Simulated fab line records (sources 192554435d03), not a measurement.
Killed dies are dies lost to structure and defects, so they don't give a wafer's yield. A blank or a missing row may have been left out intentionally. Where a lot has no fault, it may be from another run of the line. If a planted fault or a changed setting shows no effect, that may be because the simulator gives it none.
A lot that was struck, set against a sound lot    flow n5Finfet    22 steps out of a route of 1938
Sound: the wafers L803.1, L803.3, L803.5. Struck: wafers L806.2, L806.3, L806.4. The cause is given at the end.
At each step with rows: each side's tool, then ch and its chambers, then its first start. Under that, the readings that differ: sound wafers    struck wafers    difference of the means    sigmas: that difference in standard deviations of wafers without a fault.
alike: readings with means less than 2 such deviations apart, plus words and numbers identical on both sides. not compared: withheld readings, readings lacking a value on some wafer, bounds such as >300 that could conceal the same value, and numbers that have no deviation in the record and whose values overlap.
A row with sigmas, a row that says differs or no value, or rows on one side alone: a step with any of these is where the two part. Numbers that don't overlap but have no deviation are shown without sigmas and don't part them. A reading that every wafer of one side lacks parts them only if that side has two wafers or more.

first, 8 steps without rows for these wafers: N5_FIN_SAQP_ETCH_34 (etches SiO2 in C4F6/O2, target depth 45 nm, time 15 s); N5_FIN_SAQP_STRIP_77 (strips in N2/H2, time 90 s); N5_FIN_SAQP_ETCH_64 (etches SiO2 in CF4, target depth 1.5 nm); N5_FIN_SAQP_FIN_ETCH_36 (etches the open film in HBr/Cl2/O2, target depth 120 nm, time 50.4 s); N5_FIN_SAQP_PRECLEAN_38 (cleans in O3/DIW, time 45 s); N5_FIN_SAQP_PRECLEAN_45 (cleans in dHF, time 10 s); N5_FIN_SAQP_SRD_39 (time 30 s); N5_FIN_CUT_COAT_18 (time 60 s, resist thk 230 nm).
N5_FIN_CUT_COAT_19: time 60 s, resist thk 20 nm.
  sound on lithoTrack-04 ch 0, day 5 13:23; struck on lithoTrack-04 ch 0, day 6 04:51
reading             sound                 struck                difference  sigmas
spinSpeedRpm (rpm)  1499.4 1500.0 1498.6  1534.5 1534.0 1534.9  +35.1       +32
then, 9 steps without rows for these wafers: N5_FIN_CUT_COAT_29 (time 60 s, resist thk 10 nm); N5_FIN_CUT_COAT_02 (resist thk 30 nm); N5_FIN_CUT_EBR_04; N5_FIN_CUT_SOFTBAKE_03 (time 60 s); N5_FIN_CUT_EXPOSE_05 (exposes mask FIN CUT); N5_FIN_CUT_PEB_06 (peb time 60 s); N5_FIN_CUT_DEVELOP_07 (develop time 30 s); N5_FIN_CUT_DESCUM_13 (chemistry O2, time 7 s); N5_FIN_CUT_ETCH_30 (etches underlayer in N2/H2, target depth 13 nm, time 10.4 s).
N5_FIN_CUT_ETCH_20: etches SiARC in CF4, target depth 26 nm, time 43.3 s.
  sound on rieDiel-04 ch 0,1,3, day 5 13:57; struck on rieDiel-02 ch 0,1,2, day 6 05:17
reading                  sound              struck             difference  sigmas
model.etch.depthNm (nm)  20.04 20.07 20.05  19.81 19.76 19.75  -0.28       
  alike: drypumpMotorCurrentA, etchRfOnTimeS, oesProductAu, rfVppV, showerheadPlenumPTorr, throttleValvePct
  not compared: rfHoursCounterH
N5_FIN_CUT_ETCH_21: etches SOC in N2/H2, target depth 219 nm, overetch 43.8 nm, time 523.5 s.
  sound on rieDiel-04 ch 0,1,3, day 5 13:59; struck on rieDiel-02 ch 0,1,2, day 6 05:20
  alike: drypumpMotorCurrentA, oesProductAu, rfVppV, showerheadPlenumPTorr, throttleValvePct
  not compared: rfHoursCounterH, model.SiARC_of_FIN_CUT_COAT_19.thkNm
then, 1 step without rows for these wafers: N5_FIN_CUT_STRIP_23 (strips in N2/H2).
-- here the record skips 6 days between the struck wafers' starts before and after, leaving off in module FIN_CUT and picking up in module BEOL_M4 (first step shown: number 1111 of the route) --
N5_BEOL_M4_RC_MEAS_101:
  sound on prober-01 ch 0, day 11 12:41; struck on prober-01 ch 0, day 12 14:59
  alike: DIBL_N, DIBL_P, IOFF_N, IOFF_P, ION_N, ION_P, SS_N, SS_P, VT_N, VT_P

## WHERE THEY PART
Only at N5_FIN_CUT_COAT_19, within this record. Later steps at which nothing parts them and some readings are alike: N5_FIN_CUT_ETCH_20, N5_FIN_CUT_ETCH_21, N5_BEOL_M4_RC_MEAS_101.

WHY: what the simulator had put in
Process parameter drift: lithoTrack-04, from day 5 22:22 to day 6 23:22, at N5_FIN_CUT_COAT_19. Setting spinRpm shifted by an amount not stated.
